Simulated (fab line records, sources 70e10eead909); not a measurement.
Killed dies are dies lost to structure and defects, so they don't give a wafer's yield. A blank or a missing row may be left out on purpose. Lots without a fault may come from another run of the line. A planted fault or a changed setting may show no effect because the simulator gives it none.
A struck lot beside a sound one | flow nand_harc | 40 steps out of a route of 1159
Sound: wafers L558.2, L558.4, L558.5. Struck: wafer L565.5. (L565.1, L565.6 of the same lot were not struck and are left out.) The cause comes at the end.
At each step with rows: each side's tool, then ch and its chambers, then its first start. Under that, the readings that differ: sound wafers | struck wafers | difference of the means | sigmas: that difference in standard deviations of wafers without a fault.
alike: readings whose means differ by less than 2 such deviations, and words and numbers that are the same on both sides. not compared: withheld readings, readings that some wafer has no value for, bounds like >300 that may hide the same value, and numbers for which the record gives no deviation and whose values overlap.
The two part at a step that has a row with sigmas, a row that says differs or no value, or rows on one side only. Numbers that don't overlap but have no deviation are shown without sigmas and don't part them. A reading that every wafer of one side lacks parts them only if that side has two wafers or more.

first, 11 steps without rows for these wafers: NHARC_A_STAIRCASE_SRD_174; NHARC_A_STAIRCASE_DEHYDRATE_01 (time 120 s); NHARC_A_STAIRCASE_HMDS_02 (time 30 s); NHARC_A_STAIRCASE_COAT_03; NHARC_A_STAIRCASE_SOFTBAKE_04 (time 170 s); NHARC_A_STAIRCASE_EBR_05; NHARC_A_STAIRCASE_EXPOSE_06 (exposes mask STAIR); NHARC_A_STAIRCASE_PEB_07 (peb time 130 s); NHARC_A_STAIRCASE_DEVELOP_08 (time 140 s); NHARC_A_STAIRCASE_HARDBAKE_10 (time 140 s); NHARC_A_STAIRCASE_DESCUM_11 (chemistry O2, time 3 s).
NHARC_A_STAIRCASE_TRIM_12: chemistry O2, time 211.2 s.
  sound on rie_diel-13 ch 0,2, day 11 08:40; struck on rie_diel-13 ch 2, day 13 04:33
  alike: drypump_motor_current_A, mfc_ar_sccm, oes_product_au, rf_vpp_V, showerhead_plenum_p_Torr, throttle_valve_pct
  not compared: rf_hours_counter_h
then, 5 steps without rows for these wafers: NHARC_A_STAIRCASE_ETCH_13 (etches the open film in C4F8/O2, target depth 100 nm, time 40.5 s); NHARC_A_STAIRCASE_TRIM_14 (chemistry O2, time 211.2 s); NHARC_A_STAIRCASE_ETCH_15 (etches the open film in C4F8/O2, target depth 100 nm, time 40.5 s); NHARC_A_STAIRCASE_TRIM_16 (chemistry O2, time 211.2 s); NHARC_A_STAIRCASE_ETCH_17 (etches the open film in C4F8/O2, target depth 100 nm, time 40.5 s).
NHARC_A_STAIRCASE_TRIM_18: chemistry O2, time 211.2 s.
  sound on rie_diel-13 ch 0,3; struck on rie_diel-13 ch 1
  alike: drypump_motor_current_A, mfc_ar_sccm, oes_product_au, rf_vpp_V, showerhead_plenum_p_Torr, throttle_valve_pct
  not compared: rf_hours_counter_h
NHARC_A_STAIRCASE_ETCH_19: etches the open film in C4F8/O2, target depth 100 nm, time 40.5 s.
  sound on rie_diel-13 ch 0,1,3; struck on rie_diel-13 ch 3
  reading               | sound             | struck | difference | sigmas
  oes_product_au (a.u.) | 0.947 0.934 0.916 | 0.981  | +0.049     | +3
  alike: rf_vpp_V
  not compared: rf_hours_counter_h
then, 2 steps without rows for these wafers: NHARC_A_STAIRCASE_TRIM_20 (chemistry O2, time 211.2 s); NHARC_A_STAIRCASE_ETCH_21 (etches the open film in C4F8/O2, target depth 100 nm, time 40.5 s).
NHARC_A_STAIRCASE_TRIM_22: chemistry O2, time 211.2 s.
  sound on rie_diel-04 ch 0,1,3; struck on rie_diel-13 ch 3
  reading      | sound          | struck | difference | sigmas
  rf_vpp_V (V) | 57.4 58.7 58.9 | 55.3   | -3.0       | -3
  alike: drypump_motor_current_A, mfc_ar_sccm, oes_product_au, showerhead_plenum_p_Torr, throttle_valve_pct
  not compared: rf_hours_counter_h
then, 1 step without rows for these wafers: NHARC_A_STAIRCASE_ETCH_23 (etches the open film in C4F8/O2, target depth 100 nm, time 40.5 s).
NHARC_A_STAIRCASE_TRIM_24: chemistry O2, time 211.2 s.
  sound on rie_diel-04 ch 2,3; struck on rie_diel-13 ch 2
  reading                         | sound          | struck | difference | sigmas
  showerhead_plenum_p_Torr (Torr) | 3.34 3.59 3.34 | 3.77   | +0.35      | +2
  alike: drypump_motor_current_A, mfc_ar_sccm, oes_product_au, rf_vpp_V, throttle_valve_pct
  not compared: rf_hours_counter_h
then, 2 steps without rows for these wafers: NHARC_A_STAIRCASE_ETCH_25 (etches the open film in C4F8/O2, target depth 100 nm, time 40.5 s); NHARC_A_STAIRCASE_TRIM_26 (chemistry O2, time 211.2 s).
NHARC_A_STAIRCASE_ETCH_27: etches the open film in C4F8/O2, target depth 100 nm, time 40.5 s.
  sound on rie_diel-04 ch 0,1; struck on rie_diel-13 ch 0
  alike: oes_product_au, rf_vpp_V
  not compared: rf_hours_counter_h
then, 12 steps without rows for these wafers: NHARC_A_STAIRCASE_STRIP_175 (strips in O2); NHARC_A_STAIRCASE_STRIP_148 (strips in SPM, time 900 s); NHARC_A_STAIRCASE_PRECLEAN_149 (cleans in SC1); NHARC_A_STAIRCASE_SRD_150; NHARC_A_STAIRCASE_DEHYDRATE_176 (time 120 s); NHARC_A_STAIRCASE_HMDS_177 (time 30 s); NHARC_A_STAIRCASE_COAT_178; NHARC_A_STAIRCASE_SOFTBAKE_179 (time 170 s); NHARC_A_STAIRCASE_EBR_180; NHARC_A_STAIRCASE_EXPOSE_181 (exposes mask STAIR 2); NHARC_A_STAIRCASE_PEB_182 (peb time 130 s); NHARC_A_STAIRCASE_DEVELOP_183 (time 140 s).
-- the record jumps here: 10 days lie between the struck wafers' starts before and after (it left off in module A_STAIRCASE and takes up again in module END, whose first step shown is number 1159 of the route) --
NHARC_END_SORT_01:
  the record has rows for the struck wafers here (prober-02 ch 0, day 22 17:24) and none for the sound ones

WHERE THEY PART
First at NHARC_A_STAIRCASE_ETCH_19; last, within this record, at NHARC_END_SORT_01.

WHY: what the simulator had put in
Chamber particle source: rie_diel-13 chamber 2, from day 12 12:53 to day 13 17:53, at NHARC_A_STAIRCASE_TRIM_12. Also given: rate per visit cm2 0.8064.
